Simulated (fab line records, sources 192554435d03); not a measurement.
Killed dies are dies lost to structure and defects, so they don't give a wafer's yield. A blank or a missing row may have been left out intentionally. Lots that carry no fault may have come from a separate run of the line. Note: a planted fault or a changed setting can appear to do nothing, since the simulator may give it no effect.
Chamber matching | flow n5-finfet | N5_BEOL_M0_ETCH_128 on rie-diel-03: 4 sister chambers
The step etches SiCN in CF4/N2, target depth 12 nm, overetch 5.1 nm, time 21.4 s. 22 wafers are shown with their chamber, then 11 later ones without.

## EACH WAFER AND ITS CHAMBER
wafer  | chamber | drypump-motor-current-A (A) | showerhead-plenum-p-Torr (Torr) | throttle-valve-pct (%)
L074.1 | 0       | 5.3                         | 2.26                            | 15.86
L074.4 | 1       | 5.8                         | 2.22                            | 15.29
L074.6 | 3       | 5.1                         | 2.22                            | 15.46
L075.2 | 3       | 5.1                         | 2.22                            | 15.46
L075.4 | 1       | 5.7                         | 2.23                            | 15.30
L075.5 | 0       | 5.3                         | 2.26                            | 15.85
L077.1 | 0       | 5.3                         | 2.26                            | 15.88
L077.2 | 1       | 5.8                         | 2.22                            | 15.31
L077.4 | 2       | 6.3                         | 2.18                            | 15.50
L081.3 | 2       | 6.3                         | 2.18                            | 15.51
L081.4 | 0       | 5.3                         | 2.26                            | 15.88
L081.6 | 2       | 6.3                         | 2.18                            | 15.51
L086.1 | 0       | 5.3                         | 2.26                            | 15.91
L086.2 | 2       | 6.3                         | 2.18                            | 15.55
L086.3 | 3       | 5.1                         | 2.21                            | 15.49
L089.1 | 1       | 5.8                         | 2.22                            | 15.35
L089.4 | 3       | 5.1                         | 2.21                            | 15.50
L089.6 | 1       | 5.8                         | 2.22                            | 15.35
L091.1 | 3       | 5.1                         | 2.20                            | 15.53
L091.2 | 0       | 5.3                         | 2.26                            | 15.40
L091.4 | 1       | 5.8                         | 2.21                            | 15.35
L092.2 | 3       | 5.1                         | 2.20                            | 15.52

SIGNATURES (averages over the wafers above)
reading                  | chamber 0 | chamber 1 | chamber 2 | chamber 3 | scatter within a chamber
drypump-motor-current-A  | 5.300     | 5.783     | 6.300     | 5.100     | 0.0215
showerhead-plenum-p-Torr | 2.2600    | 2.2200    | 2.1800    | 2.2100    | 0.00577
throttle-valve-pct       | 15.7967   | 15.3250   | 15.5175   | 15.4933   | 0.106
Rule: for each reading, subtract the chamber's mean from the wafer's reading, divide by that reading's scatter and square the result; add these up over the readings and take the root, which gives the wafer's distance from the chamber. If the next closest chamber is less than 2 further off than the closest, the wafer can't be placed; otherwise it belongs to the closest. The scatter: take each reading less its chamber's mean, square it, sum over the shown wafers, divide by the number of wafers less the number of chambers, and take the root.

## WAFERS MISSING THEIR CHAMBER
wafer  | drypump-motor-current-A (A) | showerhead-plenum-p-Torr (Torr) | throttle-valve-pct (%)
L092.4 | 5.8                         | 2.21                            | 15.37
L092.5 | 5.2                         | 2.20                            | 15.51
L076.2 | 5.8                         | 2.21                            | 15.38
L076.3 | 5.3                         | 2.25                            | 15.43
L076.5 | 5.1                         | 2.20                            | 15.53
L094.4 | 6.3                         | 2.17                            | 15.56
L094.5 | 6.3                         | 2.17                            | 15.57
L094.6 | 5.1                         | 2.20                            | 15.54
L097.1 | 5.1                         | 2.20                            | 15.56
L097.3 | 5.8                         | 2.21                            | 15.39
L097.6 | 5.3                         | 2.25                            | 15.44

## WHICH CHAMBER EACH ONE RAN IN
wafer  | from the rows above | in truth
L092.4 | 1                   | 1
L092.5 | 3                   | 3
L076.2 | 1                   | 1
L076.3 | 0                   | 0
L076.5 | 3                   | 3
L094.4 | 2                   | 2
L094.5 | 2                   | 2
L094.6 | 3                   | 3
L097.1 | 3                   | 3
L097.3 | 1                   | 1
L097.6 | 0                   | 0
Correctly placed: 11 of 11. Left unplaced by these rows: 0. Placed wrongly: 0.
